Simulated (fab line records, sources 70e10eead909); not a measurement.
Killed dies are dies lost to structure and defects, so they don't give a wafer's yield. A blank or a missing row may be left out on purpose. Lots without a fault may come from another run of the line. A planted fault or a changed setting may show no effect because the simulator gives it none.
fab line records | flow nand_harc
record lots=5 wafers=15 last_day=33
route steps=1302 shown A_BONDPAD@1216 HYBRID_BOND@1237 THIN_TSV@1244 END@1302
lots that met no fault: from a run of the same line without faults
start_h: hours from the record's first day to the start of the lot's first wafer shown | wait_h: hours since the lot's step before | " the same as in the row above | L1.1+2: a row that stands for several wafers | - no value, or no start given | * or withheld: withheld | < > ~ a bound
route shown NAME@n: a module of which the file shows steps, and the number in the route of the first | usual: mean/standard deviation of fault-free wafers | same: alike in all rows | chamber/n: place in a boat | sites: the reading at each site | _std_site: their standard deviation | _edge_site: outer sites' mean less inner sites' | radius_mm: how far each site lies from the wafer's centre | mask NAME#n: copy n | behind: the tool/chamber that last shaped the wafer | hold: why the lot was held/for how many hours/how that ended | device: the transistor (n, p or np) that didn't switch | end of line: the same wafers' tests at the end of the route | a step without rows: its recipe alone | killed: dies lost to structure and defects at the first sort, not the wafer's yield | map: a wafer's dies, x killed, . not, _ none there
set.NAME: the setting as run; set.NAME@STEP: as run at that earlier step | model.NAME: the simulator's own value behind a step, which no gauge read
lots at some steps of the route; a table a step, a row a wafer
services: from which hour (start_h, from the record's first day; less than 0 if before it) a tool's chamber was out of use, for how many hours, and why
## steps
# step NHARC_A_BONDPAD_OVL_MEAS_35
# usual overlay_x_nm=-1/4.4 overlay_y_nm=1/6.2
# columns lot.wafer tool chamber start_h wait_h overlay_x_nm overlay_y_nm
L528.2 overlay-02 - 529.55 - -1 -1
L528.5 " - " " -1 -1
L528.6 " - " " 0 -1
L536.1 overlay-01 - 622.86 - 0 8
L536.2 " - " " -1 8
L536.5 " - " " -1 7
L539.1 overlay-01 - 660.50 - 10 4
L539.3 " - " " 10 4
L539.5 " - " " 10 5
L542.1 overlay-01 - 663.53 - 3 14
L542.5 " - " " 3 13
L542.6 " - " " 2 13
L549.1 overlay-02 - 738.20 - 3 -6
L549.3 " - " " 4 -7
L549.5 " - " " 3 -6
# step NHARC_A_BONDPAD_HARDBAKE_10
# recipe temp_c=118 time_s=65
# step NHARC_A_BONDPAD_DESCUM_11
# recipe time_s=3 o2_flow_sccm=200 ar_flow_sccm=0 bias_power_w=0 chemistry=O2
# step NHARC_A_BONDPAD_ETCH_34
# recipe target_depth_a=600 overetch_a=180 time_s=65.91 ion_energy_ev=200 n2_flow_sccm=150 h2_flow_sccm=150 ar_flow_sccm=0 rf_w=400 bias_w=150 chemistry=N2/H2
# step NHARC_A_BONDPAD_ETCH_12
# recipe target_depth_a=2200 time_s=110 chf3_flow_sccm=50 o2_flow_sccm=10 ar_flow_sccm=200 rf_w=500 bias_w=200 chemistry=CHF3/O2
# usual drypump_motor_current_A=6.06/0.23 oes_product_au=0.943/0.019 rf_vpp_V=371.1/2.8 showerhead_plenum_p_Torr=2.43/0.12 throttle_valve_pct=20.573/0.0089
# same time_s=110
# columns lot.wafer tool chamber start_h wait_h drypump_motor_current_A oes_product_au rf_hours_counter_h rf_vpp_V showerhead_plenum_p_Torr throttle_valve_pct
L528.2 rie_diel-12 2 - - 5.76 0.946 2 373.8 2.54 20.571
L528.6 " 3 " " 5.89 0.944 - 370.2 2.33 20.588
L528.5 " 1 " " 6.20 0.950 - 371.3 2.50 20.569
L536.1 rie_diel-02 3 - - 5.61 0.940 10 365.2 2.23 20.573
L536.2 " 0 " " 6.18 0.932 10 374.1 2.58 20.579
L536.5 " 2 " " 6.36 0.938 - 373.4 2.49 20.581
L539.1 rie_diel-12 2 - - 5.76 0.969 1 373.3 2.54 20.581
L539.3 " 3 " " 5.90 0.942 1 369.0 2.33 20.571
L539.5 " 1 " " 6.21 0.965 - 371.8 2.50 20.577
L542.1 rie_diel-02 1 - - 6.01 0.922 17 374.3 2.57 20.569
L542.6 " 0 " " 6.25 0.925 - 375.3 2.58 20.559
L542.5 " 1 " " 5.98 0.929 - 374.1 2.57 20.579
L549.3 rie_diel-12 1 - - 6.19 0.960 2 372.5 2.50 20.570
L549.1 " 2 " " 5.77 0.964 3 374.6 2.54 20.572
L549.5 " 1 " " 6.19 0.963 - 372.9 2.50 20.573
# step NHARC_A_BONDPAD_CD_MEAS_13
# usual cd_nm=499.6/1.3
# columns lot.wafer tool chamber start_h wait_h cd_nm
L528.2 cd_sem-02 - 530.04 - 497.7
L528.5 " - " " 498.2
L528.6 " - " " 498.6
L536.1 cd_sem-01 - 623.30 - 498.5
L536.2 " - " " 499.4
L536.5 " - " " 501.9
L539.1 cd_sem-03 - 660.94 - 501.8
L539.3 " - " " 501.8
L539.5 " - " " 498.5
L542.1 cd_sem-01 - 663.97 - 498.7
L542.5 " - " " 498.2
L542.6 " - " " 499.2
L549.1 cd_sem-03 - 738.65 - 498.7
L549.3 " - " " 500.6
L549.5 " - " " 500.8
# step NHARC_A_BONDPAD_STRIP_15
# recipe o2_flow_sccm=500 ar_flow_sccm=0 bias_w=0 chemistry=O2
# step NHARC_A_BONDPAD_ETCH_24
# recipe target_depth_a=300 over_etch_frac=0.3 time_s=72.99 ion_energy_ev=150 cf4_flow_sccm=50 n2_flow_sccm=100 ar_flow_sccm=150 rf_w=300 bias_w=100 chemistry=CF4/N2
# step NHARC_A_BONDPAD_STRIP_16
# recipe time_s=600 temp_c=30 chemistry=post_etch_residue_remover
# step NHARC_A_BONDPAD_DEGAS_25
# recipe temp_c=300 time_s=60
# step NHARC_A_BONDPAD_PRE_CLEAN_26
# recipe time_s=30 temp_c=280 gas=H2/He
# step NHARC_A_BONDPAD_PVD_17
# recipe target_thk_a=50 bias_v=168.6 power_w=15000 chamber_pressure_pa=0.12 time_s=8.06 substrate_temp_c=50 material=TaN
# step NHARC_A_BONDPAD_PVD_27
# recipe target_thk_a=300 chamber_pressure_pa=5 power_w=5000 substrate_temp_c=30 time_s=20.49 material=Cu
# usual throttle_valve_pct=30.4/1.1
# columns lot.wafer tool chamber start_h wait_h throttle_valve_pct
L528.2 pvd_sputter-01 - 531.01 - 32.8
L528.6 " - " " 30.5
L528.5 " - " " 30.7
L536.1 pvd_sputter-03 - 624.17 - 31.0
L536.2 " - " " 29.5
L536.5 " - " " 31.3
L539.1 pvd_sputter-03 - 661.79 - 29.5
L539.3 " - " " 30.3
L539.5 " - " " 31.5
L542.1 pvd_sputter-01 - 664.84 - 31.9
L542.6 " - " " 30.0
L542.5 " - " " 31.3
L549.1 pvd_sputter-02 - 739.51 - 28.2
L549.3 " - " " 32.1
L549.5 " - " " 28.5
# step NHARC_A_BONDPAD_ECD_18
# recipe target_thk_a=4000 bath_temp_c=25 material=Cu
# step NHARC_A_BONDPAD_ANNEAL_28
# recipe temp_c=225 time_s=90
# usual wafer_temp_C_max=226.2/0.42
# same time_s=90
# columns lot.wafer tool chamber start_h wait_h wafer_temp_C_max
L528.2 rtp_anneal-01 0 531.55 - 225.6
L528.5 " 0 " " 225.7
L528.6 " 0 " " 225.9
L536.1 rtp_anneal-02 0 624.68 - 226.5
L536.2 " 0 " " 226.2
L536.5 " 0 " " 226.4
L539.1 rtp_anneal-02 0 662.30 - 226.3
L539.3 " 0 " " 226.4
L539.5 " 0 " " 226.2
L542.1 rtp_anneal-01 0 665.32 - 225.7
L542.5 " 0 " " 225.8
L542.6 " 0 " " 225.6
L549.1 rtp_anneal-01 0 740.01 0.3 225.6
L549.3 " 0 " " 225.9
L549.5 " 0 " " 226.1
# step NHARC_A_BONDPAD_CMP_19
# recipe t_overpolish_s=30 cu_recess_touch_s=16 target_thk_nm=169.82
# step NHARC_A_BONDPAD_SRD_21
# recipe time_s=30 temp_c=23 dry_time_s=20 spin_rpm=1500
# step NHARC_A_BONDPAD_INSPECT_23
# usual raw_defect_count=558/120
# columns lot.wafer tool chamber start_h wait_h raw_defect_count
L528.2 defect_inspect-01 - 532.39 0.1 661
L528.5 " - " " 448
L528.6 " - " " 459
L536.1 defect_inspect-02 - 625.54 0.0 586
L536.2 " - " " 506
L536.5 " - " " 487
L539.1 defect_inspect-02 - 663.16 0.0 467
L539.3 " - " " 465
L539.5 " - " " 483
L542.1 defect_inspect-01 - 666.20 0.0 556
L542.5 " - " " 435
L542.6 " - " " 642
L549.1 defect_inspect-02 - 740.87 0.0 567
L549.3 " - " " 455
L549.5 " - " " 712
# step NHARC_HYBRID_BOND_ACTIVATE_00
# recipe time_s=60 n2_flow_sccm=200 ar_flow_sccm=0 bias_power_w=0 chemistry=N2
# usual drypump_motor_current_A=5.59/0.26 n2_flow_sccm=200.0/0.51 oes_product_au=1.000/0.0073 rf_vpp_V=64.2/0.94 showerhead_plenum_p_Torr=1.79/0.084
# same time_s=60
# columns lot.wafer tool chamber start_h wait_h drypump_motor_current_A n2_flow_sccm oes_product_au rf_hours_counter_h rf_vpp_V showerhead_plenum_p_Torr
L528.2 rie_diel-01 2 532.47 0.1 5.67 200.0 0.985 13 64.6 1.83
L528.5 " 1 " " 5.36 199.4 1.002 - 64.5 1.77
L528.6 " 0 " " 5.62 199.5 0.989 - 64.5 1.89
L536.2 rie_diel-07 1 625.63 0.1 5.72 200.2 0.996 51 64.4 1.64
L536.1 " 2 " " 5.98 199.7 1.007 25 65.7 1.73
L536.5 " 3 " " 6.11 200.0 1.000 - 63.4 1.85
L539.1 rie_diel-01 1 663.26 0.1 5.37 200.2 1.009 8 64.9 1.77
L542.1 rie_diel-07 3 666.27 0.1 6.13 199.6 0.999 2 64.6 1.85
L542.5 " 2 " " 5.98 200.1 1.014 - 64.7 1.72
L542.6 " 3 " " 6.11 200.3 0.999 - 64.8 1.85
L549.3 rie_diel-05 1 740.96 0.1 5.53 200.3 0.998 51 64.0 1.84
L549.1 " 2 " " 5.32 200.2 1.000 44 63.9 1.80
L549.5 " 0 " " 6.19 199.3 0.999 - 64.9 1.81
# step NHARC_HYBRID_BOND_PRECLEAN_01
# recipe time_s=300 temp_c=23 chemistry=DIW
# step NHARC_HYBRID_BOND_SRD_02
# recipe time_s=30 temp_c=23 dry_time_s=20 spin_rpm=1500
# step NHARC_HYBRID_BOND_BOND_03
# recipe temp_c=25
# step NHARC_HYBRID_BOND_ANNEAL_04
# recipe temp_c=300 time_s=7200 ramp_up_c_per_min=5 ramp_down_c_per_min=3 idle_temp_c=100 pressure_atm=1
# step NHARC_HYBRID_BOND_OVL_MEAS_05
# usual overlay_x_nm=-6/32 overlay_y_nm=-1/35
# columns lot.wafer tool chamber start_h wait_h overlay_x_nm overlay_y_nm
L528.2 overlay-02 - 540.73 0.4 -4 -1
L528.5 " - " " -9 29
L528.6 " - " " -45 0
L536.1 overlay-02 - 634.37 0.4 22 91
L536.2 " - " " 32 40
L536.5 " - " " 44 31
L539.1 overlay-01 - 672.67 0.4 -32 10
L542.1 overlay-01 - 677.05 0.4 -13 -7
L542.5 " - " " 16 3
L542.6 " - " " -22 37
L549.1 overlay-02 - 753.08 0.4 -63 -39
L549.3 " - " " -16 7
L549.5 " - " " -61 10
# step NHARC_HYBRID_BOND_INSPECT_06
# recipe inspect_instrument=ir_void
# usual raw_defect_count=88/41
# columns lot.wafer tool chamber start_h wait_h raw_defect_count
L528.2 defect_inspect-01 - 540.78 0.1 116
L528.5 " - " " 105
L528.6 " - " " 110
L536.1 defect_inspect-02 - 634.42 0.0 146
L536.2 " - " " 131
L536.5 " - " " 146
L539.1 defect_inspect-02 - 672.72 0.0 58
L542.1 defect_inspect-02 - 677.10 0.0 102
L542.5 " - " " 122
L542.6 " - " " 99
L549.1 defect_inspect-01 - 753.16 0.1 62
L549.3 " - " " 52
L549.5 " - " " 46
# step NHARC_THIN_TSV_GRIND_00
# recipe target_thk_um=6
# usual head_pressure_psi=4.001/0.0089 motor_current_A=12.000/0.022
# columns lot.wafer tool chamber start_h wait_h head_pressure_psi motor_current_A
L528.2 grinder-01 0 541.13 0.3 4.017 11.990
L528.5 " 0 " " 4.013 11.976
L528.6 " 0 " " 3.985 12.025
L536.1 grinder-01 0 634.57 0.1 4.002 12.052
L536.2 " 0 " " 4.005 12.017
L536.5 " 0 " " 3.989 11.968
L539.1 grinder-01 0 672.87 0.1 4.001 12.013
L542.1 grinder-01 0 677.25 0.1 4.011 12.028
L542.5 " 0 " " 4.005 12.032
L542.6 " 0 " " 4.001 12.035
L549.1 grinder-01 0 755.66 2.5 4.000 11.962
L549.3 " 0 " " 4.007 11.974
L549.5 " 0 " " 3.998 11.993
# step NHARC_THIN_TSV_CMP_01
# recipe target_thk_um=3
# usual motor_current_A=11.1/1.2
# columns lot.wafer tool chamber start_h wait_h motor_current_A
L528.2 cmp-02 1 542.19 0.9 9.0
L528.5 " 0 " " 12.2
L528.6 " 1 " " 9.9
L536.2 cmp-03 0 635.78 0.8 10.9
L536.1 " 3 " " 10.5
L536.5 " 1 " " 13.4
L539.1 cmp-03 3 674.12 1.0 10.2
L542.1 cmp-02 2 678.54 1.1 10.4
L542.5 " 0 " " 12.3
L542.6 " 1 " " 9.1
L549.3 cmp-01 2 756.93 0.7 10.6
L549.1 " 3 " " 10.4
L549.5 " 1 " " 10.0
# step NHARC_THIN_TSV_THK_MEAS_02
# recipe thk_meas_gauge=ir
# usual thk_nm=3012/200
# columns lot.wafer tool chamber start_h wait_h thk_nm
L528.2 film_metro-02 - 542.43 0.2 3338
L528.5 " - " " 2743
L528.6 " - " " 3100
L536.1 film_metro-01 - 636.05 0.2 2756
L536.2 " - " " 2879
L536.5 " - " " 2902
L539.1 film_metro-01 - 674.36 - 3206
L542.1 film_metro-01 - 678.75 0.2 2967
L542.5 " - " " 2911
L542.6 " - " " 3361
L549.1 film_metro-02 - 757.14 - 2956
L549.3 " - " " 3365
L549.5 " - " " 3060
# step NHARC_THIN_TSV_SRD_03
# step NHARC_THIN_TSV_PRECLEAN_41
# recipe time_s=* temp_c=50 bath_age_min=0 chemistry=SC1
# step NHARC_THIN_TSV_SRD_42
# step NHARC_THIN_TSV_DEP_43
# recipe target_thk_a=13285 temp_c=withheld pressure_torr=6.5 rf_w=900 teos_flow_sccm=161.4 flow_sccm=2650 target_thk_nm=1328.5 gas=O2 material=SiO2
# step NHARC_THIN_TSV_DEHYDRATE_04
# recipe temp_c=150 time_s=120
# step NHARC_THIN_TSV_HMDS_05
# recipe time_s=30
# step NHARC_THIN_TSV_COAT_06
# recipe spin_rpm=*
# step NHARC_THIN_TSV_SOFTBAKE_07
# recipe temp_c=122 time_s=95
# step NHARC_THIN_TSV_EBR_08
# step NHARC_THIN_TSV_EXPOSE_09
# recipe na=0.55 dose_mj=30.7 mask_id=TSV
# step NHARC_THIN_TSV_PEB_10
# recipe peb_temp_c=118 peb_time_s=85
# step NHARC_END_SORT_01
# recipe temp_c=25
# usual defect_limited_yield=91/3.1 killed_at_array=56/21 killed_at_other=1.2/1.6 killed_at_periphery=3.7/2.5 killed_dies=61/21 killed_open=3.1/1.8 killed_short=2.8/1.7
# same gross_dies=677
# columns lot.wafer tool chamber start_h wait_h defect_limited_yield[%] killed_at_array killed_at_other killed_at_periphery killed_dies killed_open killed_short
L528.2 prober-02 0 561.26 2.8 89 69 3 5 77 0 2
L528.5 prober-02 0 563.63 3.7 88 73 3 8 84 5 0
L528.6 prober-02 0 564.42 4.0 87 80 5 3 88 4 5
L536.1 prober-01 0 652.58 2.5 88 70 5 3 78 4 2
L536.2 prober-01 0 653.39 2.8 88 73 5 6 84 6 1
L536.5 prober-01 0 655.80 3.7 86 90 2 4 96 3 5
L539.1 prober-01 0 690.44 2.5 93 42 0 8 50 3 1
L539.3 prober-01 0 692.05 3.1 0 664 0 10 674 2 7
L539.5 prober-01 0 693.67 3.7 1 670 1 1 672 1 4
L542.1 prober-01 0 698.30 2.5 90 60 0 5 65 1 3
L542.5 prober-01 0 701.52 3.7 90 65 1 4 70 2 1
L542.6 prober-01 0 702.32 4.0 89 66 0 8 74 0 7
# killed by level:class
L528.2 A_CHANNEL_HOLE_D1:chamber_film_flake=32 A_SLIT:chamber_film_flake=16 A_CHANNEL_HOLE_D2:chamber_film_flake=6 A_CHANNEL_FILL_D2:chamber_film_flake=3 A_STAIRCASE:chamber_film_flake=3 A_SGD_CUT:chamber_film_flake=3 A_CONTACT:chamber_film_flake=3 THIN_TSV:chamber_film_flake=3
L528.5 A_CHANNEL_HOLE_D1:chamber_film_flake=34 A_SLIT:chamber_film_flake=20 A_CHANNEL_HOLE_D2:chamber_film_flake=8 A_CONTACT:chamber_film_flake=5 P_BONDPAD:chamber_film_flake=3 THIN_TSV:chamber_film_flake=3 P_ZERO_WELL:chamber_film_flake=2 A_CHANNEL_FILL_D2:chamber_film_flake=2
L528.6 A_CHANNEL_HOLE_D1:chamber_film_flake=32 A_SLIT:chamber_film_flake=22 A_CONTACT:chamber_film_flake=6 A_SGD_CUT:chamber_film_flake=5 THIN_TSV:chamber_film_flake=5 A_ONON_D2:geometric_particle:short=3 A_CHANNEL_HOLE_D2:chamber_film_flake=3 A_STAIRCASE:chamber_film_flake=3
L536.1 A_CHANNEL_HOLE_D1:chamber_film_flake=26 A_CHANNEL_HOLE_D2:chamber_film_flake=16 A_SLIT:chamber_film_flake=11 THIN_TSV:chamber_film_flake=5 A_CONTACT:chamber_film_flake=3 A_ONON_D1:geometric_particle:short=2 A_ONON_D1:geometric_particle:open=2 A_CHANNEL_FILL_D1:chamber_film_flake=2
L536.2 A_CHANNEL_HOLE_D1:chamber_film_flake=31 A_SLIT:chamber_film_flake=18 A_CHANNEL_HOLE_D2:chamber_film_flake=14 THIN_TSV:chamber_film_flake=5 A_M1:chamber_film_flake=3 P_STI:chamber_film_flake=2 P_M1:geometric_particle:open=1 A_ONON_D1:geometric_particle:open=1
L536.5 A_CHANNEL_HOLE_D1:chamber_film_flake=40 A_SLIT:chamber_film_flake=25 A_CHANNEL_HOLE_D2:chamber_film_flake=12 A_CONTACT:chamber_film_flake=4 P_GATE:chamber_film_flake=2 THIN_TSV:chamber_film_flake=2 P_STI:geometric_particle:short=1 A_CHANNEL_HOLE_D1:geometric_particle:short=1
L539.1 A_CHANNEL_HOLE_D2:chamber_film_flake=16 A_CHANNEL_HOLE_D1:chamber_film_flake=7 P_BONDPAD:chamber_film_flake=5 A_BLC:chamber_film_flake=5 A_CONTACT:chamber_film_flake=4 A_SLIT:chamber_film_flake=3 P_CONTACT:geometric_particle:open=1 A_ONON_D1:geometric_particle:open=1
L539.3 A_BONDPAD:area_pvd=621 A_CHANNEL_HOLE_D2:chamber_film_flake=15 P_BONDPAD:chamber_film_flake=7 A_CONTACT:chamber_film_flake=5 A_CHANNEL_HOLE_D1:chamber_film_flake=4 A_BLC:chamber_film_flake=4 A_ONON_D1:geometric_particle:short=3 A_CHANNEL_FILL_D2:chamber_film_flake=3
L539.5 A_BONDPAD:area_pvd=634 A_CHANNEL_HOLE_D2:chamber_film_flake=24 A_CHANNEL_HOLE_D1:chamber_film_flake=2 A_SLIT:chamber_film_flake=2 A_BLC:chamber_film_flake=2 P_M0:geometric_particle:short=1 A_CHANNEL_FILL_D1:geometric_particle:short=1 A_CHANNEL_FILL_D2:geometric_particle:short=1
L542.1 A_SLIT:chamber_film_flake=31 A_CHANNEL_HOLE_D2:chamber_film_flake=15 A_CHANNEL_HOLE_D1:chamber_film_flake=5 A_CONTACT:chamber_film_flake=3 A_CHANNEL_FILL_D2:chamber_film_flake=2 P_M1:geometric_particle:open=1 A_CHANNEL_FILL_D1:geometric_particle:short=1 A_ONON_D2:geometric_particle:short=1
L542.5 A_SLIT:chamber_film_flake=30 A_CHANNEL_HOLE_D2:chamber_film_flake=24 A_CHANNEL_HOLE_D1:chamber_film_flake=6 P_CONTACT:chamber_film_flake=3 A_CHANNEL_FILL_D1:chamber_film_flake=2 A_ONON_D1:geometric_particle:open=1 A_WL_FILL:geometric_particle:open=1 STARTING-WAFER:geometric_particle:short=1
L542.6 A_SLIT:chamber_film_flake=30 A_CHANNEL_HOLE_D2:chamber_film_flake=16 A_CHANNEL_HOLE_D1:chamber_film_flake=5 A_STAIRCASE:chamber_film_flake=4 P_M2:chamber_film_flake=3 A_CHANNEL_FILL_D1:geometric_particle:short=2 A_CHANNEL_FILL_D1:chamber_film_flake=2 A_CONTACT:chamber_film_flake=2
# map L539.3 (x killed, . not)
____________x____________
_________xxxxxxx_________
_______xxxxxxxxxxx_______
______xxxxxxxxxxxxx______
_____xxxxxxxxxxxxxxx_____
____xxxxxxxxxxxxxxxxx____
____xxxxxxxxxxxxxxxxx____
___xxxxxxxxxxxxxxxxxxx___
___xxxxxxxxxxxxxxxxxxx___
__xxxxxxxxxxxxxxxxxxxxx__
__xxxxxxxxxxxxxxxxxxxxx__
_xxxxxxxxxxxxxxxxxxxxxxx_
_xxxxxxxxxxxxxxxxxxxxxxx_
_xxxxxxxxxxxxxxxxxxxxxxx_
_xxxxxxxxxxxxxxxxxxxxxxx_
_xxxxxxxxxxxxxxxxxxxxxxx_
xxxxxxxxxxxxxxxxxxxxxxxxx
xxxxxxxxxxxxxxxxxxxxxxxxx
xxxxxxxxxxxxxxxxxxxxxxxxx
xxxxxxxxxxxxxxxxxxxxxxxxx
xxxxxxxxxxxxxxxxxxxxxxxxx
_xxxxxxxxxxxxxxxxxxxxxxx_
_xxxxxxxxxxxxxxxxxxxx.xx_
_xxxxx.xxxxxxxxxxxxxxxxx_
_xxxxxxxxxxxxxxxxxxxxxxx_
_xxxxxxxxxxxxxxxxxxxxxxx_
__xxxxxxxxxxxxxxxxxxxxx__
__xxxxxxxxxxxxxxxxxxxxx__
___xxxxxxxx.xxxxxxxxxx___
___xxxxxxxxxxxxxxxxxxx___
____xxxxxxxxxxxxxxxxx____
____xxxxxxxxxxxxxxxxx____
_____xxxxxxxxxxxxxxx_____
______xxxxxxxxxxxxx______
_______xxxxxxxxxxx_______
_________xxxxxxx_________
____________x____________
# map L536.5 (x killed, . not)
____________.____________
_________......._________
_______......x...._______
______.........x...______
_____.........xx...._____
____.........x..xx...____
____............xx...____
___....x.....xxxxxx...___
___.........xxxxxx..x.___
__..........xxxxxx....x__
__.........xxxxxx......__
_.............x.x.x....._
_...........x..x.......x_
_..............x........_
_...............x......x_
_............x..x......._
.............x.......xx..
....................x..x.
....................xxxx.
....x..x.................
......x..................
_..x................x..._
_..................xxx.._
_......................._
_....................x.._
_......................._
__.....x.......x.....x.__
__.....x..x....x.......__
___.xxxxx.............___
___.x.xxx.............___
____..xxx............____
____..xxxx...........____
_____xxxx.x........._____
______x.x..........______
_______..x........_______
_________..x...._________
____________.____________
## services
# columns tool chamber start_h hours kind
rie_diel-02 3 520.28 9.4 repair
rie_diel-12 0 525.73 8.4 repair
pvd_sputter-03 - 526.04 10.0 pm
cmp-02 - 526.50 4.0 pm
rie_diel-12 2 531.90 2.6 repair
rie_diel-12 2 552.92 6.1 repair
grinder-01 - 553.36 3.2 repair
pvd_sputter-01 - 564.76 1.7 repair
rie_diel-02 - 570.70 9.0 pm
rie_diel-12 - 571.93 0.4 repair
pvd_sputter-01 - 582.00 10.0 pm
pvd_sputter-03 - 588.01 0.6 repair
grinder-01 - 593.93 1.5 repair
grinder-01 - 600.79 0.3 repair
grinder-01 - 605.11 4.8 repair
rie_diel-12 - 622.40 9.0 pm
rie_diel-12 0 668.63 6.6 repair
rie_diel-12 2 674.31 1.3 repair
rie_diel-12 - 678.84 0.5 repair
grinder-01 - 683.18 3.0 repair
rie_diel-12 2 692.30 19.3 repair
rie_diel-12 1 696.46 2.1 repair
rie_diel-12 1 721.83 6.8 repair
grinder-01 - 736.00 8.0 pm
## key
first_sign step=NHARC_END_SORT_01 reading=killed_at_array direction=up sigmas=29 usual=56 struck=667
effect step=NHARC_END_SORT_01 reading=defect_limited_yield direction=down sigmas=29 usual=91 struck=1
more_kills_born_at NHARC_A_BONDPAD_PVD_27@pvd_sputter-03=1255
met_at NHARC_A_BONDPAD_PVD_27
struck_wafers L539.3,L539.5
later_rows_left_out L539.3,L539.5
onset_between 624.17 661.79
fault kind=process_parameter_drift tool=pvd_sputter-03 chamber=- onset_h=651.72 steps=NHARC_A_BONDPAD_PVD_27 channel=target_thk_a offset=* shape=step end_h=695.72 scope=struck_wafers_only acts_in=* stated=*
# later_rows_left_out: the simulator's readings of these wafers behind a module that went badly wrong aren't trusted and aren't shown, but for the sort
